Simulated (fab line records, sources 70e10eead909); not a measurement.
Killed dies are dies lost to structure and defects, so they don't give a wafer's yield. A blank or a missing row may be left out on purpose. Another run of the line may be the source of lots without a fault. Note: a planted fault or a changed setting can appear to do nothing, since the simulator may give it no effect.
Comparing a struck lot with a sound one -- flow nand harc -- 14 out of 1159 route steps
Sound: the wafers L183.2, L183.3, L183.6. Wafers L185.4, L185.5, L185.6 were the ones struck. At the end, the cause is stated.
At each step with rows: each side's tool, then ch and its chambers, then its first start. Under that, the readings that differ: sound wafers -- struck wafers -- difference of the means -- sigmas: that difference in standard deviations of wafers without a fault.
alike: words and numbers the same on both sides, and readings whose means are apart by under 2 such deviations; not compared: readings that were withheld, readings missing a value for some wafer, numbers with overlapping values and no deviation given by the record, and bounds like >300 which may hide the same value.
A row with sigmas, a row that says differs or no value, or rows on one side alone: a step with any of these is where the two part. Numbers that have no deviation but don't overlap get no sigmas and don't part them. A reading that every wafer of one side lacks parts them only if that side has two wafers or more.

NHARC_A_CONTACT_STRIP_55: strips in O2.
  sound: rie diel-04 ch 0,1,2; struck: rie diel-01 ch 0,2,3
  alike: drypump motor current A, oes product au, rf vpp V, showerhead plenum p Torr, throttle valve pct
  not compared: rf hours counter h
then, 1 step without rows for these wafers: NHARC_A_CONTACT_STRIP_56 (strips in post etch residue remover, time 600 s).
NHARC_A_CONTACT_DEP_57: deposits aC, target thk 2800 nm.
  sound on acl dep-03 ch 0, day 17 01:58; struck on acl dep-02 ch 0, day 17 18:56
  alike: throttle valve pct
NHARC_A_CONTACT_DEP_58: deposits SiON, target thk 60 nm.
  sound on pecvd-02 ch 0,1, day 17 03:35; struck on pecvd-01 ch 0,1,2, day 17 19:54
  alike: heater power w
then, 8 steps without rows for these wafers: NHARC_A_CONTACT_DEHYDRATE_59 (time 120 s); NHARC_A_CONTACT_HMDS_60 (time 30 s); NHARC_A_CONTACT_COAT_61 (time 75 s); NHARC_A_CONTACT_COAT_62 (time 65 s); NHARC_A_CONTACT_COAT_63 (resist thk 90 nm); NHARC_A_CONTACT_SOFTBAKE_64 (time 55 s); NHARC_A_CONTACT_EBR_65; NHARC_A_CONTACT_EXPOSE_66 (exposes mask A CC 2).
NHARC_A_CONTACT_PEB_67: peb time 65 s.
  sound on litho track-06 ch 0, day 17 04:14; struck on litho track-06, day 17 20:20
  no value came back on the struck wafers for chill plate temp C (C), exhaust pa (Pa); on the sound wafers chill plate temp C (C) reads 23.20 22.98 23.01
then, 1 step without rows for these wafers: NHARC_A_CONTACT_DEVELOP_68 (develop time 35 s).

## WHERE THEY PART
Only at NHARC_A_CONTACT_PEB_67, as far as this record shows.

WHY: what had been put in by the simulator
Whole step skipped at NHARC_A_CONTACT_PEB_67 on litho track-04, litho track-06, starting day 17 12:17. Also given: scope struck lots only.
